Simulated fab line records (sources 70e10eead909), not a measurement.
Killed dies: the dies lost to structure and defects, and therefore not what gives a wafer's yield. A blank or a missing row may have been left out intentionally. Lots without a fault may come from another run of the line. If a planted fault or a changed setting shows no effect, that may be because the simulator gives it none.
Matching of chambers / flow nand_harc / NHARC_A_CHANNEL_FILL_D1_ALD_16 on ald_hk-02 has 4 sister chambers
The step deposits SiO2, target thk 1.5 nm, pulse time 10 s, ald cycles 15. 8 wafers are shown with their chamber, then 9 later ones without.

== WAFERS WITH THEIR CHAMBER ==
wafer=L757.2; chamber=1; heater_power_w (W)=500; precursor_pulse_height_rel=0.986
wafer=L764.1; chamber=1; heater_power_w (W)=505; precursor_pulse_height_rel=1.005
wafer=L764.2; chamber=3; heater_power_w (W)=578; precursor_pulse_height_rel=1.002
wafer=L769.1; chamber=3; heater_power_w (W)=503; precursor_pulse_height_rel=0.990
wafer=L769.3; chamber=2; heater_power_w (W)=635; precursor_pulse_height_rel=0.957
wafer=L771.1; chamber=0; heater_power_w (W)=552; precursor_pulse_height_rel=1.013
wafer=L771.2; chamber=2; heater_power_w (W)=646; precursor_pulse_height_rel=1.035
wafer=L771.6; chamber=0; heater_power_w (W)=558; precursor_pulse_height_rel=1.002

== WAFERS WITH NO CHAMBER GIVEN ==
wafer=L774.2; heater_power_w (W)=522; precursor_pulse_height_rel=0.989
wafer=L774.3; heater_power_w (W)=502; precursor_pulse_height_rel=1.030
wafer=L774.4; heater_power_w (W)=643; precursor_pulse_height_rel=0.972
wafer=L772.3; heater_power_w (W)=530; precursor_pulse_height_rel=1.005
wafer=L772.4; heater_power_w (W)=551; precursor_pulse_height_rel=0.988
wafer=L772.6; heater_power_w (W)=643; precursor_pulse_height_rel=1.014
wafer=L775.1; heater_power_w (W)=554; precursor_pulse_height_rel=1.006
wafer=L775.4; heater_power_w (W)=525; precursor_pulse_height_rel=0.997
wafer=L775.5; heater_power_w (W)=550; precursor_pulse_height_rel=0.994

== EACH ONE'S CHAMBER ==
wafer=L774.2; from the rows above=can't be placed: 3 or 1 or 0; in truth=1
wafer=L774.3; from the rows above=can't be placed: 1 or 3 or 0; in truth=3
wafer=L774.4; from the rows above=2; in truth=2
wafer=L772.3; from the rows above=can't be placed: 3 or 0 or 1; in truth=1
wafer=L772.4; from the rows above=can't be placed: 3 or 0 or 1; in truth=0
wafer=L772.6; from the rows above=2; in truth=2
wafer=L775.1; from the rows above=can't be placed: 0 or 3 or 1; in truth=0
wafer=L775.4; from the rows above=can't be placed: 3 or 1 or 0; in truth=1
wafer=L775.5; from the rows above=can't be placed: 3 or 0 or 1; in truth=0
2 of 9 placed correctly. From these rows, 7 cannot be placed; in 7 the true chamber is one of the candidates. 0 placed wrongly.
How it was worked out, from the rows above alone: a wafer's distance from a chamber is the root of the sum, over the readings, of the square of ((its reading less the chamber's mean) divided by the reading's scatter). The wafer belongs to the nearest chamber; if the next one is less than 2 further off, it can't be placed. The mean given for a chamber averages the wafers shown for that chamber. How the scatter is found: for the shown wafers, subtract from each reading the mean of its chamber, square and add these, divide the total by (wafers less chambers), then take the root.
